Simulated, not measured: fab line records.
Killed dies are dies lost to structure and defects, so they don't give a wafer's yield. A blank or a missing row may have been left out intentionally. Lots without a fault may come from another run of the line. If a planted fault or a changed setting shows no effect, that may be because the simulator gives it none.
Matching of chambers | flow n5 finfet | 3 sister chambers for N5_BEOL_M0_SAQP_SPACER2_ALD_26 on ald sin-01
The step deposits SiO2, target thk 15 nm, pulse time 1 s, purge time 2 s. 3 wafers are shown with their chamber, then 5 later ones without.

WAFERS, EACH WITH ITS CHAMBER
wafer  | chamber | heater power w (W)
L082.4 | 2       | 457
L083.2 | 0       | 445
L083.4 | 3       | 489

WAFERS WITH NO CHAMBER GIVEN
wafer  | heater power w (W)
L083.5 | 440
L085.3 | 440
L085.5 | 470
L085.6 | 475
L095.5 | 458

WHICH CHAMBER EACH WENT THROUGH
wafer  | from the rows above          | in truth
L083.5 | can't be placed: 0 or 2      | 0
L085.3 | can't be placed: 0 or 2      | 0
L085.5 | can't be placed: 2 or 3 or 0 | 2
L085.6 | can't be placed: 3 or 2 or 0 | 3
L095.5 | can't be placed: 2 or 0      | 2
Correctly placed: 0 of 5. Cannot be placed on the basis of these rows: 5; the candidates contain the true chamber in 5. Wrongly placed: 0.
How it was worked out, from the rows above alone: a wafer's distance from a chamber is the root of the sum, over the readings, of the square of ((its reading less the chamber's mean) divided by the reading's scatter). The wafer belongs to the nearest chamber; if the next one is less than 2 further off, it can't be placed. For every chamber, the mean is computed from those of its wafers that are shown. The scatter: with one shown wafer a chamber, the root of the mean of the squares of how far each hidden wafer lies from its nearest shown one.
